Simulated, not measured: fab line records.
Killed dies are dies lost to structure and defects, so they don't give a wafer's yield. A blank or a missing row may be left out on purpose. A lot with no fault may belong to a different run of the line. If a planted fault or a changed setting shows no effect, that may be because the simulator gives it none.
fab line records ; flow n5Finfet
record: lots: 7; wafers: 39
route steps=1938 shown FIN_SAQP@120 HKMG_FIN@402 GATE_CUT@469 MOL_CONTACT_COAG@523
startH: hours from the record's first day to the start of the lot's first wafer shown ; waitH: hours from the lot's prior step to this one ; " identical to the entry in the row above ; L1.1+2: one row covering several wafers at once ; - either no value or no given start ; * or withheld: withheld ; < > ~ a bound
route shown NAME@n: a module of which the file shows steps, and the number in the route of the first ; usual: mean and standard deviation over wafers with no fault ; same: alike in all rows ; chamber/n: place in a boat ; sites: each site's reading ; _std_site: how widely they spread, as a standard deviation ; _edge_site: mean of outer sites minus mean of inner sites ; radiusMm: for every site, how far away it sits from the centre of the wafer ; mask NAME#n: copy n ; behind: the last tool/chamber to shape the wafer ; hold: what put the lot on hold/how long, in hours/how the hold closed ; device: the transistor (n, p or np) that didn't switch ; end of line: the route-end tests of the same wafers ; for a step that has no rows: nothing shown but its recipe ; killed: not the wafer's yield, but the dies lost to structure and defects at the first sort ; map: shows each die of a wafer: x if killed, . if not, _ if none is there
set.NAME: the setting as run; set.NAME@STEP: as run at that earlier step ; model.NAME: the simulator's own value behind a step, which no gauge read
lots where settings were altered on purpose, with a table for each step and a row for each wafer
== steps ==
step: N5_FIN_SAQP_MANDREL_ETCH_22
recipe: targetDepthA: 600; chemistry: HBr/Cl2; target: a-Si; stopOn: SiNx; btTimeS: 10; overEtchFrac: 0.5; timeS: 30; pressureMtorr: 10; icpW: 800; biasW: 75; HBr_flow_sccm: 150; Cl2_flow_sccm: 80; ends: endPoint
lot.wafer;tool;chamber;startH;waitH;set.icpW;model.SOC_of_FIN_SAQP_COAT_49.thkNm
L074.1;rieSi-03;2;23.25;0.0;800;77.94
L074.2;rieSi-03;1;23.25;0.0;927.6;74.29
L074.3;rieSi-03;3;23.25;0.0;800;76.44
L074.4;rieSi-03;0;23.25;0.0;927.6;74.74
L074.5;rieSi-03;2;23.25;0.0;927.6;76.72
L074.6;rieSi-03;3;23.25;0.0;800;76.56
L079.1;rieSi-03;0;51.63;0.0;800;75.86
L079.3;rieSi-03;3;51.63;0.0;800;76.39
L079.6;rieSi-03;1;51.63;0.0;800;75.2
L080.1;rieSi-02;2;58.16;0.0;654.7;78.09
L080.2;rieSi-02;1;58.16;0.0;654.7;78.03
L080.3;rieSi-02;0;58.16;0.0;800;76.07
L080.4;rieSi-02;3;58.16;0.0;800;76.46
L080.5;rieSi-02;0;58.16;0.0;654.7;78.15
L080.6;rieSi-02;3;58.16;0.0;800;76.3
L081.1;rieSi-03;0;64.77;0.0;664.9;77.52
L081.2;rieSi-03;2;64.77;0.0;664.9;79.13
L081.3;rieSi-03;3;64.77;0.0;800;76.28
L081.4;rieSi-03;1;64.77;0.0;664.9;77
L081.5;rieSi-03;0;64.77;0.0;800;75.89
L081.6;rieSi-03;1;64.77;0.0;800;75.49
L082.1;rieSi-01;1;70.62;0.0;800;75.49
L082.2;rieSi-01;3;70.62;0.0;800;76.59
L082.3;rieSi-01;0;70.62;0.0;730.3;76.67
L082.4;rieSi-01;2;70.62;0.0;730.3;77.5
L082.5;rieSi-01;0;70.62;0.0;800;75.75
L082.6;rieSi-01;3;70.62;0.0;730.3;77.09
L084.1;rieSi-01;3;83.62;0.0;800;76.43
L084.2;rieSi-01;0;83.62;0.0;656.3;78.06
L084.3;rieSi-01;2;83.62;0.0;800;76.75
L084.4;rieSi-01;1;83.62;0.0;800;75.75
L084.5;rieSi-01;3;83.62;0.0;656.3;78.58
L084.6;rieSi-01;2;83.62;0.0;656.3;78.56
L091.1;rieSi-02;2;124.35;0.0;800;75.2
L091.2;rieSi-02;1;124.35;0.0;800;75.39
L091.3;rieSi-02;0;124.35;0.0;653.3;76.74
L091.4;rieSi-02;1;124.35;0.0;653.3;77.32
L091.5;rieSi-02;0;124.35;0.0;800;75.21
L091.6;rieSi-02;2;124.35;0.0;653.3;77.31
step: N5_FIN_SAQP_SPACER1_ALD_24
recipe: material: SiO2; targetThkA: 203; tempC: 300; aldPrecursorFamily: BDEAS; aldCoReactant: O2-plasma; pulseTimeS: 1; purgeTimeS: 2; coReactantPurgeTimeS: 2; aldCycles: 218; pressureTorr: 2
lot.wafer;tool;chamber;startH;waitH;set.aldCycles;model.SiO2_of_FIN_SAQP_SPACER1_ALD_24.thkNm
L074.1+3;aldSin-01;1,0;25.15;1.4;218;20.4
L074.2+5;aldSin-01;3;25.15;1.4;189;17.8
L074.4;aldSin-01;2;25.15;1.4;218;20.2
L074.6;aldSin-01;0;25.15;1.4;189;17.4
L079.1+3+6;aldSin-03;1,3,3;52.75;0.3;218;20.2
L080.1+4;aldSin-03;1,2;58.96;0.3;218;20.4
L080.2+3+5+6;aldSin-03;3,0,2,3;58.96;0.3;218;20.2
L081.1+5;aldSin-03;2;65.62;0.3;251;23.4
L081.2+6;aldSin-03;0,1;65.62;0.3;218;20.2
L081.3;aldSin-03;3;65.62;0.3;218;20.4
L081.4;aldSin-03;1;65.62;0.3;251;23.2
L082.1+6;aldSin-04;0,3;73.05;1.8;200;18.6
L082.2+5;aldSin-04;1,2;73.05;1.8;218;20.4
L082.3;aldSin-04;2;73.05;1.8;200;18.8
L082.4;aldSin-04;3;73.05;1.8;218;20.2
L084.1+5+6;aldSin-04;3,3,0;85.69;1.5;218;20
L084.2+3+4;aldSin-04;0,1,2;85.69;1.5;218;20.2
L091.1;aldSin-01;0;125.16;0.3;218;20.2
L091.2+5;aldSin-01;2;125.16;0.3;250;23.2
L091.3;aldSin-01;1;125.16;0.3;218;20.4
L091.4;aldSin-01;3;125.16;0.3;250;23.4
L091.6;aldSin-01;1;125.16;0.3;218;20.6
step: N5_FIN_SAQP_SPACER1_ETCHBACK_25
recipe: chemistry: CHF3/O2; mode: anisotropicEtchback; target: SiO2; targetDepthA: 244; timeS: 12.2; pressureMtorr: 30; sourceW: 650; biasW: 170; Ar_flow_sccm: 200; CHF3_flow_sccm: 50; O2_flow_sccm: 5; ionEnergyEv: 200
step: N5_FIN_SAQP_MANDREL1_REMOVE_56
recipe: chemistry: HBr/Cl2/O2; btTimeS: 10; target: a-Si; stopOn: SiNx; endpoint: OES-SiCl; overEtchFrac: 1; icpW: 600; biasW: 22; HBr_flow_sccm: 150; Cl2_flow_sccm: 80; O2_flow_sccm: 5; pressureMtorr: 10
lot.wafer;tool;chamber;startH;waitH;set.aldCycles@FIN_SAQP_SPACER1_ALD_24;model.FIN_SAQP.cdNm
L074.1;rieSi-03;2;25.95;0.1;218;20
L074.2+5;rieSi-03;0;25.95;0.1;189;17.8
L074.3+4;rieSi-03;3,1;25.95;0.1;218;20.2
L074.6;rieSi-03;1;25.95;0.1;189;17.4
L079.1+6;rieSi-01;0;53.55;0.1;218;20.4
L079.3;rieSi-01;1;53.55;0.1;218;20.2
L080.1+2+5+6;rieSi-03;0,2,2,3;59.77;0.1;218;20.2
L080.3;rieSi-03;3;59.77;0.1;218;20
L080.4;rieSi-03;1;59.77;0.1;218;20.4
L081.1;rieSi-01;0;66.42;0.1;251;23.6
L081.2+6;rieSi-01;1,0;66.42;0.1;218;20.4
L081.3;rieSi-01;2;66.42;0.1;218;20.2
L081.4;rieSi-01;3;66.42;0.1;251;23.2
L081.5;rieSi-01;3;66.42;0.1;251;23.4
L082.1;rieSi-02;2;73.91;0.1;200;18.6
L082.2+4+5;rieSi-02;0,3,2;73.91;0.1;218;20.4
L082.3+6;rieSi-02;1;73.91;0.1;200;18.8
L084.1;rieSi-03;1;86.49;0.1;218;20.2
L084.2+3+4+5+6;rieSi-03;2,0,3,1,0;86.49;0.1;218;20
L091.1;rieSi-03;2;125.96;0.1;218;20.2
L091.2;rieSi-03;1;125.96;0.1;250;23.4
L091.3;rieSi-03;0;125.96;0.1;218;20.4
L091.4+5;rieSi-03;3;125.96;0.1;250;23.2
L091.6;rieSi-03;0;125.96;0.1;218;20.6
step: N5_FIN_SAQP_CD_MEAS_27
recipe: targetCdNm: 20; landingEnergyEv: 1000; detector: seInlens; polarity: line
usual: cdNm: 20.31/0.24
lot.wafer;tool;chamber;startH;waitH;set.aldCycles@FIN_SAQP_SPACER1_ALD_24;cdNm
L074.1;cdSem-01;0;26.06;0.1;218;20.39
L074.2;cdSem-01;0;26.06;0.1;189;17.94
L074.3;cdSem-01;0;26.06;0.1;218;19.95
L074.4;cdSem-01;0;26.06;0.1;218;20.37
L074.5;cdSem-01;0;26.06;0.1;189;17.94
L074.6;cdSem-01;0;26.06;0.1;189;17.28
L079.1;cdSem-03;0;53.66;0.1;218;20.83
L079.3;cdSem-03;0;53.66;0.1;218;20.22
L079.6;cdSem-03;0;53.66;0.1;218;20.11
L080.1;cdSem-03;0;59.88;0.1;218;20.27
L080.2;cdSem-03;0;59.88;0.1;218;19.87
L080.3;cdSem-03;0;59.88;0.1;218;20.42
L080.4;cdSem-03;0;59.88;0.1;218;20.66
L080.5;cdSem-03;0;59.88;0.1;218;20.13
L080.6;cdSem-03;0;59.88;0.1;218;20.07
L081.1;cdSem-02;0;66.53;0.1;251;23.50
L081.2;cdSem-02;0;66.53;0.1;218;20.72
L081.3;cdSem-02;0;66.53;0.1;218;20.16
L081.4;cdSem-02;0;66.53;0.1;251;22.79
L081.5;cdSem-02;0;66.53;0.1;251;23.04
L081.6;cdSem-02;0;66.53;0.1;218;20.39
L082.1;cdSem-03;0;74.02;0.1;200;19.01
L082.2;cdSem-03;0;74.02;0.1;218;20.80
L082.3;cdSem-03;0;74.02;0.1;200;18.95
L082.4;cdSem-03;0;74.02;0.1;218;20.42
L082.5;cdSem-03;0;74.02;0.1;218;20.49
L082.6;cdSem-03;0;74.02;0.1;200;18.80
L084.1;cdSem-02;0;86.60;0.1;218;20.25
L084.2;cdSem-02;0;86.60;0.1;218;20.21
L084.3;cdSem-02;0;86.60;0.1;218;20.03
L084.4;cdSem-02;0;86.60;0.1;218;20.08
L084.5;cdSem-02;0;86.60;0.1;218;19.56
L084.6;cdSem-02;0;86.60;0.1;218;20.44
L091.1;cdSem-02;0;126.07;0.1;218;19.97
L091.2;cdSem-02;0;126.07;0.1;250;23.33
L091.3;cdSem-02;0;126.07;0.1;218;20.36
L091.4;cdSem-02;0;126.07;0.1;250;23.36
L091.5;cdSem-02;0;126.07;0.1;250;23.51
L091.6;cdSem-02;0;126.07;0.1;218;20.61
step: N5_HKMG_FIN_ETCH_54
recipe: chemistry: CF4; target: SiARC; targetDepthA: 455; maskMaterial: CAR-ArF; timeS: 75.8; ionEnergyEv: 80; pressureMtorr: 40; sourceW: 545; biasW: 36; Ar_flow_sccm: 100; cf4FlowSccm: 100; ends: cleared
usual: rfVppV: 184.6/1.2
lot.wafer;tool;chamber;startH;waitH;set.biasW;rfVppV
L074.1;rieDiel-04;0;79.42;0.0;36;184.0
L074.2;rieDiel-04;1;79.42;0.0;36;185.2
L074.3;rieDiel-04;3;79.42;0.0;30.87;167.3
L074.4;rieDiel-04;2;79.42;0.0;36;184.2
L074.5;rieDiel-04;3;79.42;0.0;30.87;166.6
L074.6;rieDiel-04;0;79.42;0.0;30.87;167.1
L079.1;rieDiel-04;3;103.62;0.0;36;184.7
L079.3;rieDiel-04;0;103.62;0.0;36;182.4
L079.6;rieDiel-04;0;103.62;0.0;36;183.5
L080.1;rieDiel-05;2;111.04;0.0;36;184.8
L080.2;rieDiel-05;0;111.04;0.0;36;186.6
L080.3;rieDiel-05;1;111.04;0.0;36;182.4
L080.4;rieDiel-05;0;111.04;0.0;36;187.2
L080.5;rieDiel-05;1;111.04;0.0;36;183.4
L080.6;rieDiel-05;2;111.04;0.0;36;184.2
L081.1;rieDiel-04;2;121.27;0.0;36;184.1
L081.2;rieDiel-04;3;121.27;0.0;39.34;194.7
L081.3;rieDiel-04;1;121.27;0.0;36;185.3
L081.4;rieDiel-04;0;121.27;0.0;39.34;193.4
L081.5;rieDiel-04;0;121.27;0.0;36;182.8
L081.6;rieDiel-04;1;121.27;0.0;39.34;194.9
L082.1;rieDiel-04;1;122.71;0.0;36;184.7
L082.2;rieDiel-04;3;122.71;0.0;36;183.7
L082.3;rieDiel-04;0;122.71;0.0;36;184.4
L082.4;rieDiel-04;2;122.71;0.0;36;184.8
L082.5;rieDiel-04;0;122.71;0.0;36;185.8
L082.6;rieDiel-04;1;122.71;0.0;36;184.9
L084.1;rieDiel-05;0;139.22;0.0;36;185.9
L084.2;rieDiel-05;3;139.22;0.0;42.1;206.9
L084.3;rieDiel-05;2;139.22;0.0;42.1;204.5
L084.4;rieDiel-05;0;139.22;0.0;36;185.2
L084.5;rieDiel-05;3;139.22;0.0;42.1;205.9
L084.6;rieDiel-05;2;139.22;0.0;36;186.0
L091.1;rieDiel-05;0;172.74;0.0;36;185.5
L091.2;rieDiel-05;3;172.74;0.0;36;184.0
L091.3;rieDiel-05;1;172.74;0.0;29.73;163.5
L091.4;rieDiel-05;2;172.74;0.0;29.73;162.6
L091.5;rieDiel-05;3;172.74;0.0;29.73;162.5
L091.6;rieDiel-05;0;172.74;0.0;36;187.2
step: N5_HKMG_FIN_ETCH_31
recipe: chemistry: CF4; target: SiARC; targetDepthA: 455; maskMaterial: CAR-ArF; timeS: 75.8; ionEnergyEv: 80; pressureMtorr: 40; sourceW: 545; biasW: 36; Ar_flow_sccm: 100; cf4FlowSccm: 100; ends: cleared
usual: rfVppV: 184.3/1.2
lot.wafer;tool;chamber;startH;waitH;set.biasW;rfVppV
L074.1;rieDiel-05;1;82.91;0.0;36;182.8
L074.2;rieDiel-05;2;82.91;0.0;41.48;200.4
L074.3;rieDiel-05;0;82.91;0.0;36;185.6
L074.4;rieDiel-05;3;82.91;0.0;41.48;199.5
L074.5;rieDiel-05;1;82.91;0.0;36;182.2
L074.6;rieDiel-05;0;82.91;0.0;41.48;202.9
L079.1;rieDiel-05;1;107.16;0.0;36;182.7
L079.3;rieDiel-05;0;107.16;0.0;36;184.5
L079.6;rieDiel-05;2;107.16;0.0;36;183.5
L080.1;rieDiel-04;1;115.29;0.0;36;184.0
L080.2;rieDiel-04;3;115.29;0.0;39.62;197.3
L080.3;rieDiel-04;0;115.29;0.0;39.62;194.6
L080.4;rieDiel-04;2;115.29;0.0;36;184.2
L080.5;rieDiel-04;1;115.29;0.0;39.62;196.9
L080.6;rieDiel-04;0;115.29;0.0;36;185.2
L081.1;rieDiel-01;1;124.57;0.0;31.69;169.4
L081.2;rieDiel-01;2;124.57;0.0;31.69;168.9
L081.3;rieDiel-01;0;124.57;0.0;36;185.4
L081.4;rieDiel-01;3;124.57;0.0;36;184.3
L081.5;rieDiel-01;2;124.57;0.0;31.69;169.8
L081.6;rieDiel-01;1;124.57;0.0;36;182.4
L082.1;rieDiel-04;2;126.02;0.0;30.46;165.6
L082.2;rieDiel-04;0;126.02;0.0;36;183.6
L082.3;rieDiel-04;3;126.02;0.0;36;186.6
L082.4;rieDiel-04;1;126.02;0.0;36;184.0
L082.5;rieDiel-04;2;126.02;0.0;30.46;166.4
L082.6;rieDiel-04;1;126.02;0.0;30.46;164.5
L084.1;rieDiel-05;0;142.61;0.0;29.51;163.2
L084.2;rieDiel-05;2;142.61;0.0;29.51;163.8
L084.3;rieDiel-05;1;142.61;0.0;36;187.1
L084.4;rieDiel-05;3;142.61;0.0;36;185.1
L084.5;rieDiel-05;3;142.61;0.0;29.51;163.7
L084.6;rieDiel-05;0;142.61;0.0;36;184.9
L091.1;rieDiel-05;1;176.18;0.0;36;185.2
L091.2;rieDiel-05;2;176.18;0.0;38.88;193.9
L091.3;rieDiel-05;3;176.18;0.0;36;185.8
L091.4;rieDiel-05;0;176.18;0.0;36;183.8
L091.5;rieDiel-05;0;176.18;0.0;38.88;196.8
L091.6;rieDiel-05;1;176.18;0.0;38.88;194.5
step: N5_GATE_CUT_ETCH_58
recipe: chemistry: CH3F/O2; target: SiNx; targetDepthA: 170; timeS: 128.6; ionEnergyEv: 50; pressureMtorr: 30; sourceW: 415; biasW: 21; Ar_flow_sccm: 150; CH3F_flow_sccm: 30; O2_flow_sccm: 20
usual: rfVppV: 99.1/1.1
lot.wafer;tool;chamber;startH;waitH;set.biasW;rfVppV
L074.1;rieDiel-02;3;87.90;0.1;23.47;108.1
L074.2;rieDiel-02;1;87.90;0.1;21;99.5
L074.3;rieDiel-02;0;87.90;0.1;23.47;108.1
L074.4;rieDiel-02;2;87.90;0.1;21;96.6
L074.5;rieDiel-02;2;87.90;0.1;21;99.0
L074.6;rieDiel-02;3;87.90;0.1;23.47;108.9
L079.1;rieDiel-02;0;112.03;0.0;21;98.3
L079.3;rieDiel-02;3;112.03;0.0;21;99.2
L079.6;rieDiel-02;1;112.03;0.0;21;99.5
L080.1;rieDiel-02;0;120.68;0.2;21;97.6
L080.2;rieDiel-02;3;120.68;0.2;21;100.1
L080.3;rieDiel-02;1;120.68;0.2;21;99.5
L080.4;rieDiel-02;2;120.68;0.2;23.04;104.8
L080.5;rieDiel-02;3;120.68;0.2;23.04;106.4
L080.6;rieDiel-02;2;120.68;0.2;23.04;103.9
L081.1;rieDiel-06;2;129.66;0.1;21;99.3
L081.2;rieDiel-06;0;129.66;0.1;19.55;93.7
L081.3;rieDiel-06;1;129.66;0.1;19.55;92.2
L081.4;rieDiel-06;3;129.66;0.1;21;98.7
L081.5;rieDiel-06;0;129.66;0.1;21;99.2
L081.6;rieDiel-06;3;129.66;0.1;19.55;93.2
L082.1;rieDiel-06;3;130.73;0.0;21;97.9
L082.2;rieDiel-06;2;130.73;0.0;21;100.0
L082.3;rieDiel-06;1;130.73;0.0;21;98.3
L082.4;rieDiel-06;0;130.73;0.0;21;98.9
L082.5;rieDiel-06;0;130.73;0.0;21;98.5
L082.6;rieDiel-06;3;130.73;0.0;21;98.3
L084.1;rieDiel-06;2;147.29;0.1;21;99.8
L084.2;rieDiel-06;3;147.29;0.1;21;98.0
L084.3;rieDiel-06;0;147.29;0.1;18.83;92.3
L084.4;rieDiel-06;1;147.29;0.1;18.83;90.9
L084.5;rieDiel-06;2;147.29;0.1;18.83;92.0
L084.6;rieDiel-06;3;147.29;0.1;21;98.5
L091.1;rieDiel-02;0;180.87;0.0;21;97.5
L091.2;rieDiel-02;1;180.87;0.0;23.39;107.1
L091.3;rieDiel-02;2;180.87;0.0;23.39;105.1
L091.4;rieDiel-02;3;180.87;0.0;21;100.5
L091.5;rieDiel-02;1;180.87;0.0;21;99.4
L091.6;rieDiel-02;0;180.87;0.0;23.39;105.8
step: N5_MOL_CONTACT_COAG_EXPOSE_05
recipe: maskId: CA; na: 0.33; sourceShape: annular; sigmaInner: 0.4; sigmaOuter: 0.8; polarization: unpolarized; defocusNm: 0; doseMj: 38.25
lot.wafer;tool;chamber;startH;waitH;mask;set.doseMj
L074.1+2+6;euvScanner-01;0;99.64;-;CA#0;36.51
L074.3+4+5;euvScanner-01;0;99.64;-;CA#0;38.25
L079.1+3+6;euvScanner-02;0;119.78;-;CA#0;38.25
L080.1+2+3+4+5+6;euvScanner-02;0;128.09;-;CA#0;38.25
L081.1+4+6;euvScanner-01;0;136.82;-;CA#0;39.22
L081.2+3+5;euvScanner-01;0;136.82;-;CA#0;38.25
L082.1+3+5;euvScanner-02;0;138.24;-;CA#0;38.25
L082.2+4+6;euvScanner-02;0;138.24;-;CA#0;40.61
L084.1+4+5;euvScanner-01;0;154.41;-;CA#0;38.25
L084.2+3+6;euvScanner-01;0;154.41;-;CA#0;41.05
L091.1+2+5;euvScanner-01;0;187.99;-;CA#0;39.8
L091.3+4+6;euvScanner-01;0;187.99;-;CA#0;38.25
step: N5_MOL_CONTACT_COAG_PEB_06
recipe: pebTempC: 100; pebTimeS: 60; resist: CAR-EUV
step: N5_MOL_CONTACT_COAG_DEVELOP_07
recipe: developTimeS: 30; developer: TMAH; resist: CAR-EUV; rinseLiquid: surfactantRinse; dry: airSpin; devTempC: 23
step: N5_MOL_CONTACT_COAG_CD_MEAS_08
recipe: targetCdNm: 28; landingEnergyEv: 500; detector: seInlens; polarity: opening
usual: cdNm: 27.95/0.25
lot.wafer;tool;chamber;startH;waitH;set.doseMj@MOL_CONTACT_COAG_EXPOSE_05;cdNm
L074.1;cdSem-01;0;99.77;-;36.51;26.92
L074.2;cdSem-01;0;99.77;-;36.51;27.13
L074.3;cdSem-01;0;99.77;-;38.25;27.95
L074.4;cdSem-01;0;99.77;-;38.25;27.53
L074.5;cdSem-01;0;99.77;-;38.25;27.71
L074.6;cdSem-01;0;99.77;-;36.51;27.07
L079.1;cdSem-01;0;119.91;-;38.25;28.14
L079.3;cdSem-01;0;119.91;-;38.25;28.05
L079.6;cdSem-01;0;119.91;-;38.25;28.09
L080.1;cdSem-03;0;128.22;-;38.25;27.79
L080.2;cdSem-03;0;128.22;-;38.25;28.14
L080.3;cdSem-03;0;128.22;-;38.25;28.17
L080.4;cdSem-03;0;128.22;-;38.25;27.73
L080.5;cdSem-03;0;128.22;-;38.25;27.96
L080.6;cdSem-03;0;128.22;-;38.25;28.08
L081.1;cdSem-03;0;136.95;-;39.22;28.55
L081.2;cdSem-03;0;136.95;-;38.25;27.54
L081.3;cdSem-03;0;136.95;-;38.25;27.86
L081.4;cdSem-03;0;136.95;-;39.22;28.84
L081.5;cdSem-03;0;136.95;-;38.25;28.08
L081.6;cdSem-03;0;136.95;-;39.22;28.66
L082.1;cdSem-03;0;138.37;-;38.25;27.54
L082.2;cdSem-03;0;138.37;-;40.61;29.05
L082.3;cdSem-03;0;138.37;-;38.25;27.49
L082.4;cdSem-03;0;138.37;-;40.61;28.91
L082.5;cdSem-03;0;138.37;-;38.25;27.60
L082.6;cdSem-03;0;138.37;-;40.61;29.19
L084.1;cdSem-02;0;154.54;-;38.25;28.16
L084.2;cdSem-02;0;154.54;-;41.05;29.68
L084.3;cdSem-02;0;154.54;-;41.05;29.50
L084.4;cdSem-02;0;154.54;-;38.25;27.87
L084.5;cdSem-02;0;154.54;-;38.25;28.00
L084.6;cdSem-02;0;154.54;-;41.05;29.41
L091.1;cdSem-03;0;188.12;-;39.8;28.84
L091.2;cdSem-03;0;188.12;-;39.8;29.13
L091.3;cdSem-03;0;188.12;-;38.25;28.54
L091.4;cdSem-03;0;188.12;-;38.25;28.18
L091.5;cdSem-03;0;188.12;-;39.8;28.58
L091.6;cdSem-03;0;188.12;-;38.25;27.99
step: N5_MOL_CONTACT_COAG_DESCUM_13
recipe: chemistry: O2; timeS: 7; sourcePowerW: 50; biasPowerW: 20; pressureMtorr: 20; rfFrequencyHz: 2.712e+07; tempC: 40; resist: CAR-EUV; o2FlowSccm: 225
step: N5_MOL_CONTACT_COAG_ETCH_59
recipe: chemistry: N2/H2; target: underlayer; targetDepthA: 130; maskMaterial: CAR-EUV; timeS: 10.4; ionEnergyEv: 200; pressureMtorr: 30; sourceW: 840; biasW: 150; n2FlowSccm: 200; h2FlowSccm: 200; ends: cleared
lot.wafer;tool;chamber;startH;waitH;set.doseMj@MOL_CONTACT_COAG_EXPOSE_05;model.MOL_CONTACT_COAG.cdOffsetNm
L074.1;rieDiel-01;1;99.93;0.0;36.51;-1
L074.2;rieDiel-01;0;99.93;0.0;36.51;-0.6
L074.3+4;rieDiel-01;2,3;99.93;0.0;38.25;0
L074.5;rieDiel-01;1;99.93;0.0;38.25;0.2
L074.6;rieDiel-01;2;99.93;0.0;36.51;-0.8
L079.1;rieDiel-04;1;120.32;0.0;38.25;0
L079.3;rieDiel-04;2;120.32;0.0;38.25;0.2
L079.6;rieDiel-04;3;120.32;0.0;38.25;-0.2
L080.1+4;rieDiel-01;3,2;128.37;0.0;38.25;0.2
L080.2;rieDiel-01;1;128.37;0.0;38.25;0.6
L080.3;rieDiel-01;0;128.37;0.0;38.25;0
L080.5+6;rieDiel-01;0,3;128.37;0.0;38.25;0.4
L081.1;rieDiel-01;2;137.10;0.0;39.22;0.8
L081.2;rieDiel-01;1;137.10;0.0;38.25;-0.4
L081.3+5;rieDiel-01;0,3;137.10;0.0;38.25;0
L081.4+6;rieDiel-01;3,0;137.10;0.0;39.22;0.6
L082.1+3;rieDiel-01;3,1;138.69;0.0;38.25;-0.2
L082.2;rieDiel-01;2;138.69;0.0;40.61;1.4
L082.4+6;rieDiel-01;0,3;138.69;0.0;40.61;1.2
L082.5;rieDiel-01;0;138.69;0.0;38.25;0.2
L084.1;rieDiel-04;3;154.69;0.0;38.25;-0.2
L084.2+3;rieDiel-04;1,2;154.69;0.0;41.05;1.4
L084.4;rieDiel-04;0;154.69;0.0;38.25;-0.4
L084.5;rieDiel-04;2;154.69;0.0;38.25;0
L084.6;rieDiel-04;3;154.69;0.0;41.05;1.2
L091.1+5;rieDiel-04;2,1;188.51;0.0;39.8;1.2
L091.2;rieDiel-04;3;188.51;0.0;39.8;0.8
L091.3+6;rieDiel-04;0;188.51;0.0;38.25;0.2
L091.4;rieDiel-04;1;188.51;0.0;38.25;0.4
step: N5_MOL_CONTACT_COAG_ETCH_105
recipe: chemistry: CF4; target: SiARC; targetDepthA: 156; maskMaterial: CAR-EUV; timeS: 26; ionEnergyEv: 80; pressureMtorr: 40; sourceW: 545; biasW: 36; Ar_flow_sccm: 100; cf4FlowSccm: 100; ends: cleared
lot.wafer;tool;chamber;startH;waitH;set.doseMj@MOL_CONTACT_COAG_EXPOSE_05;model.MOL_CONTACT_COAG.cdOffsetNm
L074.1;rieDiel-01;1;99.95;0.0;36.51;-1
L074.2;rieDiel-01;0;99.95;0.0;36.51;-0.6
L074.3;rieDiel-01;2;99.95;0.0;38.25;-0.2
L074.4;rieDiel-01;3;99.95;0.0;38.25;0
L074.5;rieDiel-01;1;99.95;0.0;38.25;0.2
L074.6;rieDiel-01;2;99.95;0.0;36.51;-0.8
L079.1;rieDiel-04;1;120.34;0.0;38.25;0
L079.3;rieDiel-04;2;120.34;0.0;38.25;0.4
L079.6;rieDiel-04;3;120.34;0.0;38.25;-0.2
L080.1+5;rieDiel-01;3,0;128.39;0.0;38.25;0.2
L080.2+6;rieDiel-01;1,3;128.39;0.0;38.25;0.4
L080.3+4;rieDiel-01;0,2;128.39;0.0;38.25;0
L081.1+4;rieDiel-01;2,3;137.12;0.0;39.22;0.6
L081.2;rieDiel-01;1;137.12;0.0;38.25;-0.6
L081.3;rieDiel-01;0;137.12;0.0;38.25;-0.2
L081.5;rieDiel-01;3;137.12;0.0;38.25;0.2
L081.6;rieDiel-01;0;137.12;0.0;39.22;0.4
L082.1;rieDiel-01;3;138.71;0.0;38.25;0
L082.2+4+6;rieDiel-01;2,0,3;138.71;0.0;40.61;1.2
L082.3;rieDiel-01;1;138.71;0.0;38.25;-0.4
L082.5;rieDiel-01;0;138.71;0.0;38.25;0.2
L084.1;rieDiel-04;3;154.71;0.0;38.25;-0.4
L084.2;rieDiel-04;1;154.71;0.0;41.05;1.2
L084.3;rieDiel-04;2;154.71;0.0;41.05;1.4
L084.4+5;rieDiel-04;0,2;154.71;0.0;38.25;-0.2
L084.6;rieDiel-04;3;154.71;0.0;41.05;1
L091.1;rieDiel-04;2;188.53;0.0;39.8;1.2
L091.2;rieDiel-04;3;188.53;0.0;39.8;0.6
L091.3+4;rieDiel-04;0,1;188.53;0.0;38.25;0.2
L091.5;rieDiel-04;1;188.53;0.0;39.8;1
L091.6;rieDiel-04;0;188.53;0.0;38.25;0.4
== key ==
split: step: N5_FIN_SAQP_MANDREL_ETCH_22; setting: icpW; stated: 800; by: wafer
response: step: N5_FIN_SAQP_MANDREL_ETCH_22; reading: model.SOC_of_FIN_SAQP_COAT_49.thkNm; change: -0.11; per: 1%; r: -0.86
split: step: N5_FIN_SAQP_SPACER1_ALD_24; setting: aldCycles; stated: 218; by: wafer
response: step: N5_FIN_SAQP_SPACER1_ALD_24; reading: model.SiO2_of_FIN_SAQP_SPACER1_ALD_24.thkNm; change: +0.2; per: 1%; r: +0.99
response: step: N5_FIN_SAQP_MANDREL1_REMOVE_56; reading: model.FIN_SAQP.cdNm; change: +0.196; per: 1%; r: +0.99
response: step: N5_FIN_SAQP_CD_MEAS_27; reading: cdNm; change: +0.193; per: 1%; r: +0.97
split: step: N5_HKMG_FIN_ETCH_54; setting: biasW; stated: 36; by: wafer
response: step: N5_HKMG_FIN_ETCH_54; reading: rfVppV; change: +1.23; per: 1%; r: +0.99
split: step: N5_HKMG_FIN_ETCH_31; setting: biasW; stated: 36; by: wafer
response: step: N5_HKMG_FIN_ETCH_31; reading: rfVppV; change: +1.21; per: 1%; r: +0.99
split: step: N5_GATE_CUT_ETCH_58; setting: biasW; stated: 21; by: wafer
response: step: N5_GATE_CUT_ETCH_58; reading: rfVppV; change: +0.712; per: 1%; r: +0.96
split: step: N5_MOL_CONTACT_COAG_EXPOSE_05; setting: doseMj; stated: 38.25; by: wafer
response: step: N5_MOL_CONTACT_COAG_CD_MEAS_08; reading: cdNm; change: +0.209; per: 1%; r: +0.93
response: step: N5_MOL_CONTACT_COAG_ETCH_59; reading: model.MOL_CONTACT_COAG.cdOffsetNm; change: +0.212; per: 1%; r: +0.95
response: step: N5_MOL_CONTACT_COAG_ETCH_105; reading: model.MOL_CONTACT_COAG.cdOffsetNm; change: +0.198; per: 1%; r: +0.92
